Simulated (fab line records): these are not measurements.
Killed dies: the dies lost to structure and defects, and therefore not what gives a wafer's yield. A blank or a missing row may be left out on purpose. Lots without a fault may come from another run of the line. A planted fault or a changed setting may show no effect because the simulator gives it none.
Chamber matching | flow n5 finfet | N5_MOL_CONTACT_COAG_ETCH_65 on rie diel-06 has 4 sister chambers
The step etches underlayer in N2/H2, target depth 13 nm, time 10.4 s. 22 wafers are shown with their chamber, then 11 later ones without.

## WAFERS WITH THEIR CHAMBER
wafer  | chamber | showerhead plenum p Torr (Torr) | throttle valve pct (%) | oes product au (a.u.)
L074.2 | 3       | 2.42                            | 18.06                  | 0.60
L074.3 | 1       | 2.54                            | 17.63                  | 0.65
L074.5 | 1       | 2.54                            | 17.61                  | 0.65
L076.2 | 1       | 2.53                            | 17.62                  | 0.64
L076.4 | 1       | 2.53                            | 17.63                  | 0.64
L076.5 | 3       | 2.42                            | 18.08                  | 0.60
L079.3 | 1       | 2.53                            | 17.63                  | 0.63
L079.4 | 0       | 2.71                            | 17.72                  | 0.72
L079.6 | 1       | 2.53                            | 17.62                  | 0.63
L082.1 | 3       | 2.42                            | 18.09                  | 0.59
L082.3 | 1       | 2.53                            | 17.66                  | 0.64
L082.4 | 2       | 2.49                            | 17.58                  | 0.82
L083.1 | 0       | 2.70                            | 17.75                  | 0.72
L083.3 | 1       | 2.53                            | 17.65                  | 0.63
L083.6 | 1       | 2.53                            | 17.67                  | 0.63
L084.1 | 3       | 2.41                            | 18.10                  | 0.59
L084.3 | 2       | 2.49                            | 17.59                  | 0.80
L084.4 | 0       | 2.70                            | 17.75                  | 0.72
L086.1 | 0       | 2.70                            | 17.74                  | 0.71
L086.2 | 3       | 2.41                            | 18.12                  | 0.59
L086.6 | 3       | 2.41                            | 18.10                  | 0.59
L088.1 | 2       | 2.49                            | 17.59                  | 0.80

SIGNATURES, as means of the wafers listed above
reading                  | chamber 0 | chamber 1 | chamber 2 | chamber 3 | scatter within a chamber
showerhead plenum p Torr | 2.7025    | 2.5322    | 2.4900    | 2.4150    | 0.0046
throttle valve pct       | 17.7400   | 17.6356   | 17.5867   | 18.0917   | 0.0182
oes product au           | 0.7175    | 0.6378    | 0.8067    | 0.5933    | 0.00757
Rule: distance of a wafer from a chamber = root of the sum over the readings of ((wafer's reading minus chamber's mean) / reading's scatter) squared. If the next closest chamber is less than 2 further off than the closest, the wafer can't be placed; otherwise it belongs to the closest. The scatter: take each reading less its chamber's mean, square it, sum over the shown wafers, divide by the number of wafers less the number of chambers, and take the root.

## WAFERS MISSING THEIR CHAMBER
wafer  | showerhead plenum p Torr (Torr) | throttle valve pct (%) | oes product au (a.u.)
L088.3 | 2.41                            | 18.11                  | 0.60
L088.5 | 2.41                            | 18.13                  | 0.59
L089.3 | 2.49                            | 17.61                  | 0.79
L089.5 | 2.70                            | 17.78                  | 0.72
L089.6 | 2.41                            | 18.10                  | 0.59
L092.1 | 2.70                            | 17.76                  | 0.70
L092.2 | 2.52                            | 17.68                  | 0.62
L092.6 | 2.48                            | 17.61                  | 0.77
L096.1 | 2.48                            | 17.63                  | 0.76
L096.5 | 2.40                            | 18.14                  | 0.58
L096.6 | 2.48                            | 17.62                  | 0.75

## THE CHAMBER EACH PASSED THROUGH
wafer  | from the rows above | in truth
L088.3 | 3                   | 3
L088.5 | 3                   | 3
L089.3 | 2                   | 2
L089.5 | 0                   | 0
L089.6 | 3                   | 3
L092.1 | 0                   | 0
L092.2 | 1                   | 1
L092.6 | 2                   | 2
L096.1 | 2                   | 2
L096.5 | 3                   | 3
L096.6 | 2                   | 2
11 of 11 placed correctly. Left unplaced by these rows: 0. Placed wrongly: 0.
